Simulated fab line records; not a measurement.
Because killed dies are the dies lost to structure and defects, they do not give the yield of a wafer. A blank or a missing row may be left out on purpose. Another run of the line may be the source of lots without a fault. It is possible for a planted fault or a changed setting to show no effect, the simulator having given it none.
Problem report, 8D (eight disciplines) form, completed by code || flow nandHarc || the parts of the form that need people (team, actions taken, sign-off) are left out

## 1. THE PROBLEM
Wafers without a fault read 999 nm, standard deviation 10; thkNm at NHARC_A_ONON_D1_THK_MEAS_02 reads a mean of 672 nm on 6 wafers belonging to 2 lots. Relative to the usual mean, that is a shift of -33 standard deviations.
The step: measures by ellipsometry.
The first sign was on wafer L108.1 at day 13 21:31, on filmMetro-02. Wafers with a number at this step in the record: 42, from 14 lots. Rule for "out" (also "out of limits"): further than 4 standard deviations from the usual mean. All remaining wafers that have a number are taken as sound.

## 2. WHAT IT IS, WHAT IT ISN'T
{"question": "which readings at this step", "is": "thkNm", "is not": "-"}
{"question": "which lots", "is": "L108, L111", "is not": "L100, L102, L104, L106, L113, L114, L115, L116, L993, L995, L996, L997"}
{"question": "which wafers of those lots", "is": "all that have a number", "is not": "-"}
{"question": "read on which gauges", "is": "filmMetro-02", "is not": "filmMetro-01"}
{"question": "when", "is": "from day 13 21:31", "is not": "up to then (24 sound wafers); but 12 sound wafers of L113, L114, L115, L116 came after"}

## 3. THE SUSPECTS, EACH WITH WHAT RULES IT OUT
Counting: a tool at a process step up to the reading stays a suspect if it ran every lot that is out and no sound lot after the first of them.
- the gauge at NHARC_A_ONON_D1_THK_MEAS_02 has been ruled out. All the wafers that are out were read on filmMetro-02, but those of them that NHARC_END_SORT_01 has rows for are out there too, on other tools.
- pecvdOnon-02 at NHARC_A_ONON_D1_DEP_00 (target thk 1000 nm): kept. All lots that are out passed through it, beginning with L108 at day 13 21:01, and no sound lot followed; its final sound lot before that point was L106 at day 13 02:07.
Remaining after the count: pecvdOnon-02 at NHARC_A_ONON_D1_DEP_00.

## 4. THE CAUSE (what the simulator had put in)
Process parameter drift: pecvdOnon-02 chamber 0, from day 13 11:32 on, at NHARC_A_ONON_D1_DEP_00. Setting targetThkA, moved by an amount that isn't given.
The count eliminated every tool but this one.

## 5. THE CHAIN OF EFFECTS, in route order
Each row: a reading where the mean over the struck wafers with a number is more than 3 standard deviations away from the usual. Scope: only readings with a usual standard deviation given in the record; hours: median across lots of the time from each lot's start at the first step in this table that gives one to its start at this step; sigmas: change in usual standard deviations.
{"hours": 0, "step": "NHARC_A_ONON_D1_THK_MEAS_02", "reading": "thkNm", "usual": "999 nm", "on struck wafers": 672, "change": -328, "sigmas": -33}
{"hours": 396, "step": "NHARC_END_SORT_01", "reading": "killedAtArray", "usual": 57, "on struck wafers": 673, "change": "+616", "sigmas": "+32"}
{"hours": 396, "step": "NHARC_END_SORT_01", "reading": "killedDies", "usual": 62, "on struck wafers": 677, "change": "+615", "sigmas": "+32"}

## 6. HOW IT WOULD HAVE BEEN CAUGHT EARLIER
In this record the first reading out of limits at a measuring or inspecting step was taken at day 13 21:31, 10 hours after the fault began at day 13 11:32.
Of the lots that are out (2), L111 began NHARC_A_ONON_D1_DEP_00 on pecvdOnon-02 after day 13 21:31. Had the tool been put on hold then, it would have been spared.
